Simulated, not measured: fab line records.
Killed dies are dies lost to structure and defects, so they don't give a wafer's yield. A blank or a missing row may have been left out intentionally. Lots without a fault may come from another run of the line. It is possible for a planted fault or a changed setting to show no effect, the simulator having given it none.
Lot-split experiment ; flow n5-finfet ; 21 wafers read across 7 lots, on a route 1938 steps long

## THE SPLIT ITSELF
At N5_MOL_CONTACT_COAG_EXPOSE_81 (exposes mask VG, defocus 0 nm), the setting dose-mj was moved away from the recipe's 59.5 on 5 of the 21 wafers read, by -6.0% to +6.4%. For the rest of the wafers, this setting stayed at what the recipe calls for.

## FROM THE SPLIT TO THE READING: what the file shows between them, 2 steps
- N5_MOL_CONTACT_COAG_PEB_82: peb time 60 s
- N5_MOL_CONTACT_COAG_DEVELOP_83: develop time 30 s

## THE READING
At N5_MOL_CONTACT_COAG_CD_MEAS_84: cd-nm in nanometres, against a target cd of 25.1 nm. A value of 25.11 nm with a standard deviation of 0.24 nm is what fault-free wafers of this fab line usually give.

wafer;tool, chamber at the split;dose-mj as run;against the recipe;cd-nm, nm;against lot-mates on the recipe
L074.2;euv-scanner-02, 0;59.5;recipe;25.00;-
L074.4;euv-scanner-02, 0;57.47;-3.4%;24.42;-0.57
L074.6;euv-scanner-02, 0;59.5;recipe;24.98;-
L078.1;euv-scanner-01, 0;55.94;-6.0%;23.57;-1.39
L078.2;euv-scanner-01, 0;59.5;recipe;25.26;-
L078.3;euv-scanner-01, 0;59.5;recipe;24.66;-
L080.2;euv-scanner-02, 0;59.5;recipe;24.57;-
L080.3;euv-scanner-02, 0;63.31;+6.4%;26.10;+1.14
L080.6;euv-scanner-02, 0;59.5;recipe;25.35;-
L089.1;euv-scanner-02, 0;59.5;recipe;25.12;-
L089.4;euv-scanner-02, 0;56.15;-5.6%;24.22;-0.97
L089.6;euv-scanner-02, 0;59.5;recipe;25.25;-
L093.3;euv-scanner-02, 0;60.96;+2.5%;25.72;+0.73
L093.4;euv-scanner-02, 0;59.5;recipe;25.11;-
L093.6;euv-scanner-02, 0;59.5;recipe;24.87;-
L094.1;euv-scanner-01, 0;59.5;recipe;24.99;-
L094.3;euv-scanner-01, 0;59.5;recipe;24.89;-
L094.4;euv-scanner-01, 0;59.5;recipe;25.30;-
L095.1;euv-scanner-01, 0;59.5;recipe;25.14;-
L095.4;euv-scanner-01, 0;59.5;recipe;25.50;-
L095.5;euv-scanner-01, 0;59.5;recipe;25.25;-

THE FIT
A straight line over all 21 wafers: cd-nm changes by +0.192 nm for each +1% of dose-mj; r = +0.89; the points scatter about the line by 0.25 nm.
The same after taking each lot's own level away (the mean of its wafers on the recipe; 21 wafers): +0.197 nm for each +1%; r = +0.92; scatter 0.21 nm.
The reading moves by 1.3 nm for the largest change in dose-mj, on that fit.
The lots' own levels span 24.960 to 25.297 nm, that is 1.4 times the standard deviation above.
Hence the lot-to-lot level has little effect on the slope; both slopes agree.
Check: for one of the wafers moved furthest among these (+6.4%), held out of the fit, the line's prediction against its lot-mates is +1.36 nm. Against them it came out at +1.14 nm.

## THE FILE'S OWN FIT
cd-nm changes by +0.196 nm for each +1% of dose-mj, r = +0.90.
